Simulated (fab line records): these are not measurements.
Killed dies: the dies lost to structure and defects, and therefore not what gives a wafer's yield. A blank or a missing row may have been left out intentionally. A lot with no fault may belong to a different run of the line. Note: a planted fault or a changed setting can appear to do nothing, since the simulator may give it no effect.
A lot that was struck, set against a sound lot | flow n5Finfet | 21 steps out of a route of 1938
Sound: wafers L968.3, L968.4, L968.6. Wafers struck: L971.2, L971.4, L971.5. The cause is given at the end.
For every step that has rows: the tool of each side, followed by ch and its chambers, followed by its first start. Under that, the readings that differ: sound wafers | struck wafers | difference of the means | sigmas: that difference in standard deviations of wafers without a fault.
alike: a reading whose means differ by less than 2 such deviations, as well as words and numbers matching on both sides. not compared: withheld readings; readings where some wafer has no value; bounds like >300 that might hide an equal value; numbers whose values overlap and for which the record gives no deviation.
A row with sigmas, a row that says differs or no value, or rows on one side alone: a step with any of these is where the two part. When numbers do not overlap yet have no deviation, they are printed without sigmas and do not part them. Lack of a reading on every wafer of one side parts them only where that side has two or more wafers.

first, 9 steps without rows for these wafers: N5_FIN_SAQP_EXPOSE_13 (exposes mask FIN CORE, target cd 35.6 nm); N5_FIN_SAQP_PEB_14 (peb time 60 s); N5_FIN_SAQP_DEVELOP_15 (develop time 30 s); N5_FIN_SAQP_DESCUM_21 (chemistry O2, time 7.9 s); N5_FIN_SAQP_ETCH_51 (etches SiARC in CF4, target depth 45.5 nm, time 75.8 s); N5_FIN_SAQP_ETCH_52 (etches SOC in N2/H2, target depth 100 nm, overetch 20 nm, time 150 s); N5_FIN_SAQP_STRIP_53 (strips in N2/H2); N5_FIN_SAQP_HM_OPEN_73 (chemistry CHF3/O2, target SiO2, stops on a-Si, target depth 12 nm, time 16.8 s); N5_FIN_SAQP_STRIP_74 (strips in CHF3/O2).
N5_FIN_SAQP_MANDREL_ETCH_22: etches a-Si in HBr/Cl2, stops on SiNx, target depth 60 nm, bt time 10 s, time 30 s.
  sound on rieSi-06 ch 0,2, day 2 22:38; struck on rieSi-06 ch 0,3, day 3 17:13
reading                                    | sound             | struck                  | difference | sigmas
oesProductAu (a.u.)                        | 0.756 0.762 0.761 | 0.677 0.680 0.679       | -0.081     | -7
overEtchFrac                               | 0.5 0.5 0.5       | 0.89915 0.89915 0.89915 | +0.39915   | 
model.SOC_of_FIN_SAQP_COAT_49.thkNm (nm)   | 76.72 76.28 76.29 | 70.32 70.55 70.75       | -5.89      | 
model.SiNx_of_FIN_SAQP_PECVD_48.thkNm (nm) | 24.99 25.66 25.14 | 21.04 20.95 21.64       | -4.05      | 
  alike: drypumpMotorCurrentA, throttleValvePct
  not compared: rfHoursCounterH
then, 7 steps without rows for these wafers: N5_FIN_SAQP_STRIP_55 (strips in N2/H2); N5_FIN_SAQP_STRIP_23 (strips in SPM, time 750 s); N5_FIN_SAQP_SRD_66 (time 30 s); N5_FIN_SAQP_RECESS_75 (chemistry HF/NH3, target SiO2, target depth 14.4 nm, afs cycles 3, sublimation time 60 s); N5_FIN_SAQP_SPACER1_ALD_24 (deposits SiO2, target thk 20.3 nm, pulse time 1 s, purge time 2 s); N5_FIN_SAQP_SPACER1_ETCHBACK_25 (etches SiO2 in CHF3/O2, target depth 24.4 nm, time 12.2 s); N5_FIN_SAQP_MANDREL1_REMOVE_56 (chemistry HBr/Cl2/O2, target a-Si, stops on SiNx, bt time 10 s).
N5_FIN_SAQP_ETCH_57: etches SiNx in CH3F/O2, target depth 32.5 nm, time 46.4 s.
  sound on rieDiel-03 ch 1,2, day 3 00:38; struck on rieDiel-05 ch 2,3, day 3 19:04
reading                 | sound             | struck            | difference | sigmas
etchRfOnTimeS (s)       | 47.5 47.8 47.5    | 39.4 39.5 40.6    | -7.8       | -10
model.etch.depthNm (nm) | 24.99 25.66 25.14 | 21.04 20.95 21.64 | -4.05      | 
  alike: drypumpMotorCurrentA, oes_f_703_au, oesProductAu, rfVppV, showerheadPlenumPTorr, throttleValvePct
  not compared: rfHoursCounterH
then, 1 step without rows for these wafers: N5_FIN_SAQP_ETCH_65 (etches SiO2 in CF4, target depth 4 nm, time 4.4 s).
-- the record jumps here: 7 days lie between the struck wafers' starts before and after (it left off in module FIN_SAQP and takes up again in module BEOL_M4, whose first step shown is number 1111 of the route) --
N5_BEOL_M4_RC_MEAS_101:
  sound on prober-02 ch 0, day 9 12:08; struck on prober-01 ch 0, day 10 09:18
reading        | sound             | struck            | difference | sigmas
DIBL_N (mV/V)  | 36.1 35.4 36.4    | 38.7 39.8 38.5    | +3.0       | +2
DIBL_P (mV/V)  | 35.4 34.3 35.9    | 39.2 40.6 39.1    | +4.4       | +3
IOFF_N (nA/um) | 0.151 0.138 0.154 | 0.197 0.211 0.194 | +0.053     | +2
IOFF_P (nA/um) | 0.197 0.179 0.201 | 0.247 0.274 0.235 | +0.060     | +2
SS_P (mV/dec)  | 72.7 72.0 73.1    | 74.2 74.5 74.1    | +1.7       | +3
  alike: ION_N, ION_P, SS_N, VT_N, VT_P
-- the record jumps here: 4 days lie between the struck wafers' starts before and after (it left off in module BEOL_M4 and takes up again in module PASSIVATION, whose first step shown is number 1936 of the route) --
N5_PASSIVATION_PROBE_49:
  sound on prober-01, day 14 04:08; struck on prober-01, day 14 20:13
  alike: defectLimitedYield, killed_at_M0_to_M3, killed_at_M4_up, killedAtContacts, killedAtFrontEnd, killedAtOther, killedDies, killedOpen, killedShort, sort_bin_5_function, sort_bin_6_memory, sortNPass, sortYieldPct

## WHERE THEY PART
At N5_FIN_SAQP_MANDREL_ETCH_22 first; at N5_BEOL_M4_RC_MEAS_101 last (within this record only). Later steps at which nothing parts them and some readings are alike: N5_PASSIVATION_PROBE_49.

WHY: what the simulator had put in
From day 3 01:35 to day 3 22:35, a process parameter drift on rieSi-06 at N5_FIN_SAQP_MANDREL_ETCH_22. From 0.5, the setting overEtchFrac moved by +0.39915. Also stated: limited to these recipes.
